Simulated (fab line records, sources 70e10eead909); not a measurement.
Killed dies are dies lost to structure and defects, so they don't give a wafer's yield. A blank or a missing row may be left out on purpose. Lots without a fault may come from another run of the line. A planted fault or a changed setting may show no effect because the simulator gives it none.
Chamber matching | flow nand_harc | NHARC_A_STAIRCASE_STRIP_476 on rie_diel-01: 4 sister chambers
The step strips in O2, time 20 s. 16 wafers are shown with their chamber, then 8 later ones without.

WAFERS WITH THEIR CHAMBER
wafer  | chamber | showerhead_plenum_p_Torr (Torr) | oes_product_au (a.u.) | throttle_valve_pct (%)
L075.2 | 3       | 3.34                            | 0.984                 | 17.031
L075.3 | 1       | 3.62                            | 0.998                 | 17.047
L075.4 | 2       | 3.48                            | 0.991                 | 17.034
L077.1 | 1       | 3.62                            | 0.996                 | 17.045
L077.3 | 0       | 3.44                            | 0.966                 | 17.032
L077.4 | 2       | 3.48                            | 0.989                 | 17.050
L087.1 | 2       | 3.47                            | 0.995                 | 17.046
L087.3 | 1       | 3.61                            | 1.016                 | 17.049
L087.5 | 2       | 3.47                            | 0.996                 | 17.057
L086.1 | 3       | 3.32                            | 0.991                 | 17.037
L086.2 | 1       | 3.61                            | 1.013                 | 17.028
L086.6 | 1       | 3.61                            | 1.009                 | 17.017
L092.1 | 1       | 3.61                            | 1.011                 | 17.043
L092.2 | 0       | 3.43                            | 1.013                 | 17.046
L092.6 | 3       | 3.32                            | 0.975                 | 17.023
L091.1 | 0       | 3.43                            | 0.997                 | 17.021

SIGNATURES (means of the wafers above)
reading                  | chamber 0 | chamber 1 | chamber 2 | chamber 3 | scatter within a chamber
showerhead_plenum_p_Torr | 3.4333    | 3.6133    | 3.4750    | 3.3267    | 0.00687
oes_product_au           | 0.99200   | 1.00717   | 0.99275   | 0.98333   | 0.0117
throttle_valve_pct       | 17.03300  | 17.03817  | 17.04675  | 17.03033  | 0.0112
Rule: a wafer's distance from a chamber is the root of the sum, over the readings, of the square of ((its reading less the chamber's mean) divided by the reading's scatter). The wafer belongs to the nearest chamber; if the next one is less than 2 further off, it can't be placed. The scatter: the root of (the sum of the squares of (reading less its chamber's mean) over the shown wafers, divided by (wafers less chambers)).

WAFERS WITHOUT THEIR CHAMBER
wafer  | showerhead_plenum_p_Torr (Torr) | oes_product_au (a.u.) | throttle_valve_pct (%)
L091.2 | 3.46                            | 0.998                 | 17.031
L091.3 | 3.61                            | 1.019                 | 17.029
L093.1 | 3.42                            | 0.988                 | 17.027
L093.3 | 3.32                            | 0.985                 | 17.028
L093.6 | 3.32                            | 0.993                 | 17.039
L097.3 | 3.42                            | 0.997                 | 17.040
L097.4 | 3.46                            | 0.991                 | 17.018
L097.6 | 3.60                            | 1.009                 | 17.033

WHICH CHAMBER EACH WENT THROUGH
wafer  | from the rows above     | in truth
L091.2 | can't be placed: 2 or 0 | 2
L091.3 | 1                       | 1
L093.1 | 0                       | 0
L093.3 | 3                       | 3
L093.6 | 3                       | 3
L097.3 | 0                       | 0
L097.4 | can't be placed: 2 or 0 | 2
L097.6 | 1                       | 1
Placed correctly: 6 of 8. Can't be placed from these rows: 2 (the true chamber is among the candidates in 2). Placed wrongly: 0.
